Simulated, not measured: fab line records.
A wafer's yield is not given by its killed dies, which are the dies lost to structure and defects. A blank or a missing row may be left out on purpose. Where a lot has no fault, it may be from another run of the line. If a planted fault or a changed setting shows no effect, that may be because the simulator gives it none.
What tool caused it? | flow nand harc | 14 lots with 42 wafers sampled at 5 steps, on a route of 1302 steps

WHAT THE GAUGES SHOWED, per wafer
NHARC_A_ONON_D1_THK_MEAS_02: measures by ellipsometry.
lot  | measured     | on            | thk nm (nm)
L805 | day 8 01:37  | film metro-02 | 995 997 996
L806 | day 8 07:49  | film metro-01 | 997 998 997
L807 | day 9 01:11  | film metro-02 | 993 991 991
L809 | day 9 14:31  | film metro-01 | 999 1000 1002
L810 | day 9 18:19  | film metro-01 | 1012 1013 1012
L811 | day 10 06:45 | film metro-01 | 1013 1012 1012
L812 | day 11 00:13 | film metro-02 | 999 999 999
L814 | day 11 15:24 | film metro-02 | 980 978 977
L817 | day 12 20:08 | film metro-01 | 999 999 999
L819 | day 13 18:26 | film metro-01 | 1001 1003 1002
L821 | day 14 12:32 | film metro-01 | 1007 1008 1010
L822 | day 15 00:13 | film metro-02 | 999 999 998
L827 | day 16 21:38 | film metro-01 | 1003 1006 1005
L828 | day 17 05:20 | film metro-02 | 995 994 995

NHARC_A_ONON_D1_THK_MEAS_05: measures by ellipsometry.
lot  | measured     | on            | thk nm (nm)
L805 | day 8 02:11  | film metro-02 | 1002 1001 1000
L806 | day 8 08:25  | film metro-02 | 1014 1015 1015
L807 | day 9 01:45  | film metro-01 | 1005 1006 1006
L809 | day 9 15:05  | film metro-01 | 995 994 994
L810 | day 9 18:53  | film metro-01 | 986 987 987
L811 | day 10 07:19 | film metro-02 | 984 985 984
L812 | day 11 00:47 | film metro-02 | 1012 1014 1015
L814 | day 11 15:58 | film metro-01 | 1017 1018 1016
L817 | day 12 20:43 | film metro-02 | 986 984 986
L819 | day 13 19:00 | film metro-02 | 1409 1003 1001
L821 | day 14 13:07 | film metro-02 | 996 996 998
L822 | day 15 00:46 | film metro-02 | 1420 1011 1008
L827 | day 16 22:11 | film metro-01 | 998 998 999
L828 | day 17 05:54 | film metro-01 | 1010 1012 1009

NHARC_END_SORT_01.
lot  | measured     | on        | killed at array | killed at other | killed at periphery | killed dies | killed open | killed short
L819 | day 30 06:14 | prober-01 | 671 78 66       | 0 0 0           | 6 5 9               | 677 83 75   | 9 3 5       | 2 2 4
L822 | day 31 09:19 | prober-01 | 674 60 66       | 0 2 0           | 3 1 1               | 677 63 67   | 1 3 3       | 2 2 2

EACH LOT AND THE TOOL THAT RAN IT (in order: tool; ch and the chambers of the sampled wafers; start)
lot  | NHARC_P_BONDPAD_PVD_27                  | NHARC_A_ONON_D1_DEP_03
L805 | pvd sputter-03, day 8 01:37 or earlier  | pecvd onon-02 ch 0, day 8 01:44
L806 | pvd sputter-03, day 8 07:49 or earlier  | pecvd onon-04 ch 0, day 8 07:53
L807 | pvd sputter-01, day 9 01:11 or earlier  | pecvd onon-03 ch 0, day 9 01:14
L809 | pvd sputter-02, day 9 14:31 or earlier  | pecvd onon-03 ch 0, day 9 14:34
L810 | pvd sputter-02, day 9 18:19 or earlier  | pecvd onon-03 ch 0, day 9 18:26
L811 | pvd sputter-01, day 10 06:45 or earlier | pecvd onon-03 ch 0, day 10 06:49
L812 | pvd sputter-02, day 11 00:13 or earlier | pecvd onon-04 ch 0, day 11 00:16
L814 | pvd sputter-01, day 11 15:24 or earlier | pecvd onon-04 ch 0, day 11 15:31
L817 | pvd sputter-01, day 12 20:08 or earlier | pecvd onon-02 ch 0, day 12 20:12
L819 | pvd sputter-01, day 13 18:26 or earlier | pecvd onon-03 ch 0, day 13 18:32
L821 | pvd sputter-02, day 14 12:32 or earlier | pecvd onon-04 ch 0, day 14 12:43
L822 | pvd sputter-03, day 15 00:13 or earlier | pecvd onon-03 ch 0, day 15 00:19
L827 | pvd sputter-01, day 16 21:38 or earlier | pecvd onon-02 ch 0, day 16 21:41
L828 | pvd sputter-01, day 17 05:20 or earlier | pecvd onon-03 ch 0, day 17 05:26
- NHARC_P_BONDPAD_PVD_27: deposits Cu, target thk 30 nm, time 20.49 s.
- NHARC_A_ONON_D1_DEP_03: target thk 1000 nm.

AS READ BY THE TOOLS THEMSELVES (means over the sampled wafers that have a number; for cases with no such wafer, the mark the record gives instead)
NHARC_P_BONDPAD_PVD_27.
lot  | tool           | throttle valve pct (%)
L805 | pvd sputter-03 | 29.5
L806 | pvd sputter-03 | 29.6
L807 | pvd sputter-01 | 29.3
L809 | pvd sputter-02 | 30.1
L810 | pvd sputter-02 | 29.4
L811 | pvd sputter-01 | 29.2
L812 | pvd sputter-02 | 30.5
L814 | pvd sputter-01 | 29.3
L817 | pvd sputter-01 | 29.6
L819 | pvd sputter-01 | 29.4
L821 | pvd sputter-02 | 29.8
L822 | pvd sputter-03 | 30.3
L827 | pvd sputter-01 | 28.8
L828 | pvd sputter-01 | 29.5

THE ANSWER, worked out from the rows above alone
Rule: the lots themselves supply what counts as usual. Put in order of their means at a reading, lots are off if they are a third of the lots or fewer, leave a main group of 4 or more, and stand apart from it by a gap of 3 or more times the standard deviation of the main group's means; of several such gaps the widest counts. A main group whose means are all the same, to the digits that the tables above print for the reading, isn't used. A lot without any number at a reading at which 4 lots or more have one is off too. Any other lot the step has rows for is counted as sound. Order of review: gauges by route order, followed by the tools' own readings, for which a lot's mean as printed above is used. At the first step where some lot is off, the reading lying furthest off is the one used; lots without a number count as furthest.
Off, at NHARC_A_ONON_D1_THK_MEAS_05 on thk nm: L819, L822. The main group has a mean of 1001 nm with a standard deviation of 11.
A tool fits if, at a process step before that reading, it ran every lot that is off, and no sound lot after the first of them. Gauges at NHARC_A_ONON_D1_THK_MEAS_05: tried the same way as those tools. NHARC_P_BONDPAD_PVD_27 gives no start for some lots, so the hours and the order of its lots are those of NHARC_A_ONON_D1_THK_MEAS_02. No candidate that was tried fits.

WHAT HAD BEEN PUT IN BY THE SIMULATOR
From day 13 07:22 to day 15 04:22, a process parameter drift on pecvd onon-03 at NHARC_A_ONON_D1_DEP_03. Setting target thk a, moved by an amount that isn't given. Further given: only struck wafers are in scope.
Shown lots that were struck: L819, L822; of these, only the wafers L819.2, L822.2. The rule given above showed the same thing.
